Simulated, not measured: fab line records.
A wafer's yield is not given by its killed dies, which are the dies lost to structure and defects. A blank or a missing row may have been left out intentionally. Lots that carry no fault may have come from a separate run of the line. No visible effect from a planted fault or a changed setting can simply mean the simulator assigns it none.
Chamber matching + flow n5-finfet + N5_BEOL_M13_VIA_ETCH_16 on rie-diel-05: 4 sister chambers
The step etches SiOC in C4F8/O2/Ar, target depth 921.7 nm. 16 wafers are shown with their chamber, then 8 later ones without.

== EACH WAFER AND ITS CHAMBER ==
| wafer  | chamber | showerhead-plenum-p-Torr (Torr) | rf-vpp-V (V) | throttle-valve-pct (%) |
|--------|---------|---------------------------------|--------------|------------------------|
| L075.1 | 2       | 3.53                            | 669          | 24.26                  |
| L075.3 | 3       | 3.52                            | 667          | 24.30                  |
| L075.5 | 1       | 3.28                            | 662          | 24.74                  |
| L078.3 | 2       | 3.52                            | 669          | 24.28                  |
| L078.5 | 2       | 3.52                            | 668          | 24.28                  |
| L078.6 | 3       | 3.51                            | 668          | 24.30                  |
| L080.2 | 3       | 3.51                            | 669          | 24.31                  |
| L080.4 | 0       | 3.58                            | 669          | 24.29                  |
| L080.5 | 3       | 3.51                            | 669          | 24.30                  |
| L082.1 | 0       | 3.58                            | 669          | 24.32                  |
| L082.3 | 2       | 3.52                            | 667          | 24.32                  |
| L082.6 | 0       | 3.58                            | 670          | 24.31                  |
| L086.1 | 3       | 3.51                            | 668          | 23.99                  |
| L086.3 | 1       | 3.27                            | 662          | 24.75                  |
| L086.4 | 2       | 3.52                            | 669          | 24.32                  |
| L088.2 | 1       | 3.27                            | 662          | 24.77                  |

SIGNATURES, as means of the wafers listed above
| reading                  | chamber 0 | chamber 1 | chamber 2 | chamber 3 | scatter within a chamber |
|--------------------------|-----------|-----------|-----------|-----------|--------------------------|
| showerhead-plenum-p-Torr | 3.5800    | 3.2733    | 3.5220    | 3.5120    | 0.00435                  |
| rf-vpp-V                 | 669.33    | 662.00    | 668.40    | 668.20    | 0.745                    |
| throttle-valve-pct       | 24.3067   | 24.7533   | 24.2920   | 24.2400   | 0.0827                   |
Rule: a wafer's distance from a chamber is the root of the sum, over the readings, of the square of ((its reading less the chamber's mean) divided by the reading's scatter). If the next closest chamber is less than 2 further off than the closest, the wafer can't be placed; otherwise it belongs to the closest. The scatter: the root of (the sum of the squares of (reading less its chamber's mean) over the shown wafers, divided by (wafers less chambers)).

== WAFERS WHOSE CHAMBER IS MISSING ==
| wafer  | showerhead-plenum-p-Torr (Torr) | rf-vpp-V (V) | throttle-valve-pct (%) |
|--------|---------------------------------|--------------|------------------------|
| L088.5 | 3.27                            | 661          | 24.76                  |
| L088.6 | 3.51                            | 667          | 23.99                  |
| L094.1 | 3.56                            | 668          | 24.34                  |
| L094.2 | 3.50                            | 668          | 24.01                  |
| L094.5 | 3.56                            | 669          | 24.34                  |
| L097.2 | 3.50                            | 668          | 24.02                  |
| L097.3 | 3.51                            | 668          | 23.99                  |
| L097.6 | 3.56                            | 669          | 24.34                  |

== THE CHAMBER EACH PASSED THROUGH ==
| wafer  | from the rows above     | in truth |
|--------|-------------------------|----------|
| L088.5 | 1                       | 1        |
| L088.6 | can't be placed: 3 or 2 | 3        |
| L094.1 | 0                       | 0        |
| L094.2 | 3                       | 3        |
| L094.5 | 0                       | 0        |
| L097.2 | 3                       | 3        |
| L097.3 | can't be placed: 3 or 2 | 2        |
| L097.6 | 0                       | 0        |
Correct placement for 6 of the 8. Not placeable from these rows: 2 (in 2, the candidates include the true chamber). 0 placed wrongly.
